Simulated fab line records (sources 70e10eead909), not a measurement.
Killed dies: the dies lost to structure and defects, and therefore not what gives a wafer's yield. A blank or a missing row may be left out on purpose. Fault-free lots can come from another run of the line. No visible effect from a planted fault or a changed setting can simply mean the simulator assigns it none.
Which tool did it? + flow nand_harc + 12 lots with 36 wafers sampled at 3 steps, on a route of 1159 steps

## WHAT EACH GAUGE READ, for each wafer
NHARC_A_BLC_INSPECT_28.
| lot  | measured     | on                | raw_defect_count |
|------|--------------|-------------------|------------------|
| L075 | day 17 22:43 | defect_inspect-02 | 411 347 508      |
| L076 | day 18 08:11 | defect_inspect-02 | 339 456 514      |
| L080 | day 19 05:43 | defect_inspect-02 | 327 235 341      |
| L082 | day 19 16:31 | defect_inspect-02 | 476 438 403      |
| L084 | day 20 00:37 | defect_inspect-01 | 653 415 499      |
| L086 | day 20 03:19 | defect_inspect-02 | 397 455 550      |
| L085 | day 20 09:34 | defect_inspect-01 | 293 404 453      |
| L089 | day 21 00:10 | defect_inspect-01 | 291 287 374      |
| L091 | day 21 18:08 | defect_inspect-02 | 481 361 276      |
| L093 | day 21 20:22 | defect_inspect-02 | 303 290 276      |
| L094 | day 22 01:54 | defect_inspect-02 | 393 457 427      |
| L097 | day 24 00:20 | defect_inspect-02 | 334 361 379      |

## WHAT TOOL EACH LOT RAN ON (gives the tool, then ch and the chambers of the sampled wafers, and finally the start)
| lot  | NHARC_A_CONTACT_ETCH_31                       | NHARC_A_CONTACT_ETCH_137             |
|------|-----------------------------------------------|--------------------------------------|
| L075 | rie_diel-11 ch 0,1,3, day 17 05:01 or earlier | har_cap_etch-01 ch 0,1, day 17 05:01 |
| L076 | rie_diel-08 ch 1,3, day 17 14:04 or earlier   | har_cap_etch-01 ch 0,1, day 17 14:04 |
| L080 | rie_diel-11 ch 1,2, day 18 18:40 or earlier   | har_cap_etch-03 ch 0,1, day 18 18:40 |
| L082 | rie_diel-08 ch 0,2,3, day 19 07:49 or earlier | har_cap_etch-02 ch 0,1, day 19 07:49 |
| L084 | rie_diel-13 ch 0,3, day 19 13:25 or earlier   | har_cap_etch-02 ch 0,1, day 19 13:25 |
| L086 | rie_diel-08 ch 1,3, day 19 16:56 or earlier   | har_cap_etch-02 ch 0,1, day 19 16:56 |
| L085 | rie_diel-11 ch 1,2,3, day 20 01:09 or earlier | har_cap_etch-01 ch 0,1, day 20 01:09 |
| L089 | rie_diel-11 ch 0,2,3, day 20 16:39 or earlier | har_cap_etch-03 ch 0, day 20 16:39   |
| L091 | rie_diel-11 ch 0,3, day 21 03:27 or earlier   | har_cap_etch-02 ch 0,1, day 21 03:27 |
| L093 | rie_diel-11 ch 1,2,3, day 21 13:07 or earlier | har_cap_etch-03 ch 0,1, day 21 13:07 |
| L094 | rie_diel-11 ch 1,2, day 21 16:22 or earlier   | har_cap_etch-03 ch 0,1, day 21 16:22 |
| L097 | rie_diel-11 ch 0,1,3, day 23 16:12 or earlier | har_cap_etch-02 ch 0,1, day 23 16:12 |
- NHARC_A_CONTACT_ETCH_31: etches the open film in O2/COS, target depth 2000 nm, time 520 s.
- NHARC_A_CONTACT_ETCH_137: etches the open film in C4F8/O2/Ar, time 132 s, target depth 1287 nm.

## THE ANSWER, worked out from the rows above alone
Rule: the usual values come from the lots themselves. The widest of any qualifying gaps counts: lots, ordered by their means at a reading, are off when they make up no more than a third of the lots, leave a main group of 4 or more, and stand apart from it by 3 or more times the standard deviation of that group's means. The tables above print the reading to a certain number of digits; a main group whose means all agree to those digits is not used. Also off: a lot with no number at a reading for which 4 or more lots have one. All remaining lots with rows at the step are treated as sound.
None of the lots is off at any reading shown; this tells nothing.

## WHAT HAD BEEN PUT IN BY THE SIMULATOR
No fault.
